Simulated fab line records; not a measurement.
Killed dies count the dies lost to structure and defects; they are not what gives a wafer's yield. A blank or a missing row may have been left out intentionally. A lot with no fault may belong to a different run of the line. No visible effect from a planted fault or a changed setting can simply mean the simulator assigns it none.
Which tool is to blame?	flow nand harc	Sampling: 24 lots, 72 wafers, 6 of 1302 route steps

WHAT THE GAUGES READ, wafer by wafer
NHARC_P_M2_CD_MEAS_09 targets a cd of 170 nm. Usual: 170.2 nm for cd nm, sd 0.47.
lot	measured	on	cd nm (nm)	flag
L074	day 6 15:11	cd sem-02	170.2 169.4 169.7	
L075	day 6 15:31	cd sem-01	170.6 170.3 170.2	
L076	day 7 03:07	cd sem-02	170.0 170.7 170.1	
L077	day 7 16:11	cd sem-01	170.5 169.6 170.3	
L078	day 8 03:26	cd sem-01	170.4 170.1 170.4	
L079	day 8 11:08	cd sem-03	170.1 170.1 170.6	
L080	day 9 02:41	cd sem-01	170.4 170.4 169.8	
L081	day 9 11:13	cd sem-03	170.2 170.4 170.4	
L082	day 9 17:26	cd sem-02	170.3 170.0 169.7	
L083	day 10 18:04	cd sem-01	170.4 169.5 170.1	
L084	day 10 22:02	cd sem-03	170.5 170.9 170.8	
L085	day 11 02:28	cd sem-03	170.5 170.2 170.8	
L086	day 11 12:59	cd sem-03	169.6 169.5 169.2	
L087	day 11 21:49	cd sem-02	169.8 170.1 170.0	
L088	day 12 09:50	cd sem-01	169.2 169.2 169.7	
L089	day 12 20:14	cd sem-01	169.4 169.7 169.2	
L090	day 13 06:35	cd sem-02	171.3 171.0 171.0	
L091	day 13 12:11	cd sem-01	169.5 170.1 170.8	
L092	day 14 07:28	cd sem-03	169.5 170.0 170.2	
L093	day 14 14:44	cd sem-02	170.0 170.1 169.9	
L094	day 14 20:33	cd sem-03	170.6 170.4 170.7	
L095	day 15 07:01	cd sem-02	170.4 169.9 169.8	
L096	day 15 14:59	cd sem-01	170.2 169.7 170.3	
L097	day 16 02:03	cd sem-01	169.6 170.2 169.7	

EACH LOT AND THE TOOL THAT RAN IT (in order: tool; ch and the chambers of the sampled wafers; start)
lot	NHARC_P_GATE_DEGAS_109	NHARC_P_GATE_RTA_80	NHARC_P_CONTACT_DEP_00	NHARC_P_CONTACT_DEGAS_38	NHARC_P_M1_PRE_CLEAN_30
L074	pvd sputter-02, day 6 00:29	rtp anneal-01 ch 0, day 6 00:59	pecvd-03 ch 1,2, day 6 04:53 or earlier	pvd sputter-03, day 6 04:53	pvd sputter-02, day 6 15:11 or earlier
L075	pvd sputter-01, day 6 00:40	rtp anneal-02 ch 0, day 6 01:03	pecvd-04 ch 0,2, day 6 05:04 or earlier	pvd sputter-02, day 6 05:04	pvd sputter-01, day 6 15:31 or earlier
L076	pvd sputter-01, day 6 12:05	rtp anneal-01 ch 0, day 6 12:24	pecvd-03 ch 1,2, day 6 16:26 or earlier	pvd sputter-01, day 6 16:26	pvd sputter-02, day 7 03:07 or earlier
L077	pvd sputter-02, day 7 01:14	rtp anneal-01 ch 0, day 7 01:31	pecvd-01 ch 1,2, day 7 05:25 or earlier	pvd sputter-03, day 7 05:25	pvd sputter-03, day 7 16:11 or earlier
L078	pvd sputter-01, day 7 11:10	rtp anneal-02 ch 0, day 7 11:27	pecvd-01 ch 0,1, day 7 15:23 or earlier	pvd sputter-02, day 7 15:23	pvd sputter-02, day 8 03:26 or earlier
L079	pvd sputter-02, day 7 20:08	rtp anneal-02 ch 0, day 7 20:26	pecvd-03 ch 0,2, day 8 00:32 or earlier	pvd sputter-03, day 8 00:32	pvd sputter-02, day 8 11:08 or earlier
L080	pvd sputter-02, day 8 11:38	rtp anneal-01 ch 0, day 8 11:55	pecvd-03 ch 1,2, day 8 15:58 or earlier	pvd sputter-02, day 8 15:58	pvd sputter-02, day 9 02:41 or earlier
L081	pvd sputter-01, day 8 20:28	rtp anneal-01 ch 0, day 8 20:48	pecvd-04 ch 0,1,2, day 9 00:50 or earlier	pvd sputter-01, day 9 00:50	pvd sputter-01, day 9 11:13 or earlier
L082	pvd sputter-02, day 9 02:47	rtp anneal-01 ch 0, day 9 03:05	pecvd-01 ch 1,2, day 9 06:59 or earlier	pvd sputter-03, day 9 06:59	pvd sputter-02, day 9 17:26 or earlier
L083	pvd sputter-03, day 10 03:05	rtp anneal-01 ch 0, day 10 03:23	pecvd-04 ch 1,2, day 10 07:29 or earlier	pvd sputter-01, day 10 07:29	pvd sputter-02, day 10 18:04 or earlier
L084	pvd sputter-03, day 10 07:02	rtp anneal-01 ch 0, day 10 07:20	pecvd-01 ch 0,1, day 10 11:26 or earlier	pvd sputter-03, day 10 11:26	pvd sputter-01, day 10 22:02 or earlier
L085	pvd sputter-01, day 10 11:18	rtp anneal-02 ch 0, day 10 11:35	pecvd-01 ch 0,1,2, day 10 15:50 or earlier	pvd sputter-01, day 10 15:50	pvd sputter-03, day 11 02:28 or earlier
L086	pvd sputter-03, day 10 22:05	rtp anneal-02 ch 0, day 10 22:23	pecvd-03 ch 0,1,2, day 11 02:26 or earlier	pvd sputter-03, day 11 02:26	pvd sputter-02, day 11 12:59 or earlier
L087	pvd sputter-03, day 11 06:28	rtp anneal-02 ch 0, day 11 06:46	pecvd-04 ch 0,1,2, day 11 11:16 or earlier	pvd sputter-02, day 11 11:16	pvd sputter-02, day 11 21:49 or earlier
L088	pvd sputter-03, day 11 18:47	rtp anneal-01 ch 0, day 11 19:07	pecvd-03 ch 0,1, day 11 23:07 or earlier	pvd sputter-03, day 11 23:07	pvd sputter-03, day 12 09:50 or earlier
L089	pvd sputter-03, day 12 05:31	rtp anneal-01 ch 0, day 12 05:49	pecvd-03 ch 0,2, day 12 09:47 or earlier	pvd sputter-03, day 12 09:47	pvd sputter-02, day 12 20:14 or earlier
L090	pvd sputter-03, day 12 15:13	rtp anneal-02 ch 0, day 12 15:44	pecvd-03 ch 0,1,2, day 12 19:48 or earlier	pvd sputter-03, day 12 19:48	pvd sputter-03, day 13 06:35 or earlier
L091	pvd sputter-03, day 12 21:19	rtp anneal-01 ch 0, day 12 21:35	pecvd-01 ch 0,1,2, day 13 01:35 or earlier	pvd sputter-01, day 13 01:35	pvd sputter-02, day 13 12:11 or earlier
L092	pvd sputter-01, day 13 16:24	rtp anneal-02 ch 0, day 13 16:46	pecvd-01 ch 1,2, day 13 20:47 or earlier	pvd sputter-02, day 13 20:47	pvd sputter-02, day 14 07:28 or earlier
L093	pvd sputter-02, day 13 23:49	rtp anneal-02 ch 0, day 14 00:07	pecvd-03 ch 0,1,2, day 14 04:08 or earlier	pvd sputter-03, day 14 04:08	pvd sputter-03, day 14 14:44 or earlier
L094	pvd sputter-02, day 14 05:34	rtp anneal-01 ch 0, day 14 05:55	pecvd-04 ch 1,2, day 14 10:01 or earlier	pvd sputter-02, day 14 10:01	pvd sputter-02, day 14 20:33 or earlier
L095	pvd sputter-03, day 14 15:28	rtp anneal-01 ch 0, day 14 15:46	pecvd-03 ch 0,1,2, day 14 19:47 or earlier	pvd sputter-01, day 14 19:47	pvd sputter-01, day 15 07:01 or earlier
L096	pvd sputter-01, day 14 22:23	rtp anneal-02 ch 0, day 14 22:43	pecvd-01 ch 0,1,2, day 15 02:46 or earlier	pvd sputter-03, day 15 02:46	pvd sputter-03, day 15 14:59 or earlier
L097	pvd sputter-02, day 15 11:13	rtp anneal-02 ch 0, day 15 11:35	pecvd-03 ch 0,1,2, day 15 15:32 or earlier	pvd sputter-02, day 15 15:32	pvd sputter-03, day 16 02:03 or earlier
- NHARC_P_GATE_DEGAS_109: time 60 s.
- NHARC_P_GATE_RTA_80: time 30 s.
- NHARC_P_CONTACT_DEP_00: deposits SiO2, target thk 500 nm.
- NHARC_P_CONTACT_DEGAS_38: time 60 s.
- NHARC_P_M1_PRE_CLEAN_30: time 30 s.

WHAT THE TOOLS THEMSELVES READ (means of the sampled wafers that have a number; where no wafer has one, the mark that the record gives instead)
NHARC_P_GATE_DEGAS_109. Usual: 491 W for heater power w, sd 61.
lot	tool	heater power w (W)	flag
L074	pvd sputter-02	483	
L075	pvd sputter-01	446	
L076	pvd sputter-01	544	
L077	pvd sputter-02	488	
L078	pvd sputter-01	594	
L079	pvd sputter-02	480	
L080	pvd sputter-02	516	
L081	pvd sputter-01	497	
L082	pvd sputter-02	477	
L083	pvd sputter-03	457	
L084	pvd sputter-03	529	
L085	pvd sputter-01	505	
L086	pvd sputter-03	482	
L087	pvd sputter-03	482	
L088	pvd sputter-03	505	
L089	pvd sputter-03	455	
L090	pvd sputter-03	446	
L091	pvd sputter-03	461	
L092	pvd sputter-01	479	
L093	pvd sputter-02	485	
L094	pvd sputter-02	476	
L095	pvd sputter-03	489	
L096	pvd sputter-01	557	
L097	pvd sputter-02	492	

NHARC_P_GATE_RTA_80. Usual: lamp power pct 1.89 %, standard deviation 0.13; wafer_temp_C_max 301.0, standard deviation 0.35.
lot	tool	lamp power pct (%)	wafer_temp_C_max	flag
L074	rtp anneal-01	2.01	301.3	
L075	rtp anneal-02	1.75	300.8	
L076	rtp anneal-01	2.00	301.3	
L077	rtp anneal-01	2.01	301.2	
L078	rtp anneal-02	1.75	300.8	
L079	rtp anneal-02	1.75	300.7	
L080	rtp anneal-01	2.01	301.0	
L081	rtp anneal-01	2.01	301.3	
L082	rtp anneal-01	2.01	301.3	
L083	rtp anneal-01	2.01	301.3	
L084	rtp anneal-01	2.01	301.2	
L085	rtp anneal-02	1.75	300.8	
L086	rtp anneal-02	1.75	300.8	
L087	rtp anneal-02	1.75	300.5	
L088	rtp anneal-01	2.01	300.9	
L089	rtp anneal-01	2.01	301.3	
L090	rtp anneal-02	1.75	300.7	
L091	rtp anneal-01	2.01	300.8	
L092	rtp anneal-02	1.75	301.0	
L093	rtp anneal-02	1.75	300.7	
L094	rtp anneal-01	2.01	301.4	
L095	rtp anneal-01	2.01	301.6	
L096	rtp anneal-02	1.75	300.7	
L097	rtp anneal-02	1.75	300.9	

NHARC_P_CONTACT_DEP_00. Usual: heater power outer w 316 W, standard deviation 50; heater power w 579 W, standard deviation 84; throttle valve pct 16.0 %, standard deviation 0.49.
lot	tool	heater power outer w (W)	heater power w (W)	throttle valve pct (%)	flag
L074	pecvd-03	303	577	15.8	
L075	pecvd-04	354	619	16.3	
L076	pecvd-03	305	576	15.8	
L077	pecvd-01	318	543	15.2	
L078	pecvd-01	299	552	15.1	
L079	pecvd-03	286	566	16.2	
L080	pecvd-03	350	605	15.8	
L081	pecvd-04	300	538	16.1	
L082	pecvd-01	268	486	15.5	
L083	pecvd-04	340	594	16.4	
L084	pecvd-01	297	548	15.3	
L085	pecvd-01	292	555	15.8	
L086	pecvd-03	333	618	16.0	
L087	pecvd-04	273	502	16.5	
L088	pecvd-03	370	633	16.1	
L089	pecvd-03	334	649	15.9	
L090	pecvd-03	351	632	16.2	
L091	pecvd-01	284	535	15.9	
L092	pecvd-01	313	542	15.4	
L093	pecvd-03	323	592	16.2	
L094	pecvd-04	331	579	16.4	
L095	pecvd-03	332	608	16.1	
L096	pecvd-01	314	576	15.5	
L097	pecvd-03	344	633	16.4	

NHARC_P_CONTACT_DEGAS_38. Usual: 490 W for heater power w, sd 62.
lot	tool	heater power w (W)	flag
L074	pvd sputter-03	434	
L075	pvd sputter-02	483	
L076	pvd sputter-01	484	
L077	pvd sputter-03	498	
L078	pvd sputter-02	484	
L079	pvd sputter-03	464	
L080	pvd sputter-02	520	
L081	pvd sputter-01	494	
L082	pvd sputter-03	447	
L083	pvd sputter-01	541	
L084	pvd sputter-03	441	
L085	pvd sputter-01	540	
L086	pvd sputter-03	465	
L087	pvd sputter-02	482	
L088	pvd sputter-03	492	
L089	pvd sputter-03	489	
L090	pvd sputter-03	484	
L091	pvd sputter-01	496	
L092	pvd sputter-02	457	
L093	pvd sputter-03	453	
L094	pvd sputter-02	487	
L095	pvd sputter-01	493	
L096	pvd sputter-03	502	
L097	pvd sputter-02	475	

NHARC_P_M1_PRE_CLEAN_30. Usual: 424 W for heater power w, sd 47.
lot	tool	heater power w (W)	flag
L074	pvd sputter-02	447	
L075	pvd sputter-01	422	
L076	pvd sputter-02	420	
L077	pvd sputter-03	409	
L078	pvd sputter-02	433	
L079	pvd sputter-02	397	
L080	pvd sputter-02	422	
L081	pvd sputter-01	460	
L082	pvd sputter-02	393	
L083	pvd sputter-02	402	
L084	pvd sputter-01	431	
L085	pvd sputter-03	402	
L086	pvd sputter-02	421	
L087	pvd sputter-02	442	
L088	pvd sputter-03	443	
L089	pvd sputter-02	421	
L090	pvd sputter-03	399	
L091	pvd sputter-02	428	
L092	pvd sputter-02	428	
L093	pvd sputter-03	403	
L094	pvd sputter-02	434	
L095	pvd sputter-01	439	
L096	pvd sputter-03	401	
L097	pvd sputter-03	408	

THE ANSWER, worked out from the rows above alone
Rule: take the mean of a lot's wafers that have a number; if it is more than 3 standard deviations from the usual mean, the lot is off. Also off: a lot with no number at a reading for which 4 or more lots have one. Any other lot the step has rows for is counted as sound. First the gauges in route order, then the tools' own readings, where a lot's mean is used as printed above. At the first step where some lot is off, the reading lying furthest off is the one used; lots without a number count as furthest.
None of the lots is off at any reading shown; this tells nothing.

WHAT THE SIMULATOR HAD INSERTED
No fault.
